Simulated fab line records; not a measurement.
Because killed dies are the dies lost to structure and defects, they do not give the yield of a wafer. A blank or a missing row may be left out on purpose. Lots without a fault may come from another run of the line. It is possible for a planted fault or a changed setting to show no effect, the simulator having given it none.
Code-filled problem report in 8D (eight disciplines) form	flow n5 finfet	the parts of the form that need people (team, actions taken, sign-off) are left out

== 1. THE PROBLEM ==
Wafers without a fault read 380, standard deviation 88; raw defect count at N5_BEOL_M2_INSPECT_30 reads a mean of 1622 on 6 wafers belonging to 2 lots. Measured from the usual mean, that is +14 standard deviations.
The step: inspects for defects (brightfield).
First seen on wafer L415.4, day 9 16:01, on defect inspect-02. At this step, 24 wafers from 8 lots have a number in the record. Rule for "out" (also "out of limits"): further than 4 standard deviations from the usual mean. The rest of the wafers with a number are treated as sound.

== 2. WHAT IT IS AND WHAT IT IS NOT ==
question	is	is not
which readings at this step	raw defect count	-
which lots	L415, L416	L405, L406, L408, L420, L425, L427
which wafers of those lots	all that have a number	-
read on which gauges	defect inspect-02	defect inspect-01
when	from day 9 16:01	up to then (9 sound wafers); but 9 sound wafers of L420, L425, L427 came after

== 3. SUSPECTS, AND WHAT RULES EACH OUT ==
Counting: a tool at any process step up to the reading remains a suspect when it ran all the lots that are out and ran no sound lot after the first of those.
- the gauge at N5_BEOL_M2_INSPECT_30: ruled out. All the wafers that are out were read on defect inspect-02, but those of them that N5_PASSIVATION_PROBE_49 has rows for are out there too, on other tools.
- rie diel-02 at N5_BEOL_M2_ETCH_64 (etches SOC in N2/H2, target depth 75 nm, overetch 22.5 nm, time 121.9 s): kept. It ran every lot that is out, first L415 (day 9 15:10), and no sound lot after that; its last sound lot up to then is L406 (day 6 21:49).
- rie diel-02 at N5_BEOL_M2_STRIP_66 (strips in CF4): kept. It ran every lot that is out, first L415 (day 9 15:15), and no sound lot after that; its last sound lot up to then is L406 (day 6 21:57).
Remaining after the count are rie diel-02 at N5_BEOL_M2_ETCH_64 and rie diel-02 at N5_BEOL_M2_STRIP_66.

== 4. THE CAUSE (what the simulator had put in) ==
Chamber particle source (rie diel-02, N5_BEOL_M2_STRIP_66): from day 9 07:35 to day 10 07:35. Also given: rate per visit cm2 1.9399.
Counting left 2 suspects, and this tool is among them.

== 5. THE EFFECT CHAIN, in route order ==
One row per reading whose mean, taken over the struck wafers that have a number, lies over 3 standard deviations from the usual. Readings are gone through only where the record gives a usual standard deviation; hours: the median, over the lots, of the time from a lot's start at the first step in this table giving one to that lot's start at this step; sigmas: the change measured in usual standard deviations.
hours	step	reading	usual	on struck wafers	change	sigmas
0	N5_BEOL_M2_INSPECT_30	raw defect count	380	1622	+1242	+14
139	N5_PASSIVATION_PROBE_49	defect limited yield	91.2 %	79.4	-11.8	-7.4
139	N5_PASSIVATION_PROBE_49	killed_at_M0_to_M3	34	177	+143	+13
139	N5_PASSIVATION_PROBE_49	killed dies	104	243	+139	+7.3
139	N5_PASSIVATION_PROBE_49	sort_bin_5_function	5.3 %	12.4	+7.1	+6.5
139	N5_PASSIVATION_PROBE_49	sort n pass	1076	937	-139	-7.3
139	N5_PASSIVATION_PROBE_49	sort yield pct	91.2 %	79.4	-11.8	-7.4
It contains these process steps:
- N5_PASSIVATION_PROBE_49
Later steps that measure or inspect, where all struck wafers having a row at the step show a number for every such reading and not one has moved that far: N5_BEOL_M4_RC_MEAS_101.

== 6. HOW IT WOULD HAVE BEEN CAUGHT EARLIER ==
Counted from the fault's start at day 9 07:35, it took 8 hours until the first out-of-limits reading at a measuring or inspecting step in this record, taken at day 9 16:01.
No tool reading at N5_BEOL_M2_STRIP_66 that has a usual standard deviation in the record was out on any struck wafer, so an alarm limit of 4 standard deviations on those readings would not have fired.
By day 9 16:01, every lot that is out (2) had started N5_BEOL_M2_STRIP_66 on rie diel-02. Holding the tool at that point would not have protected any of them.
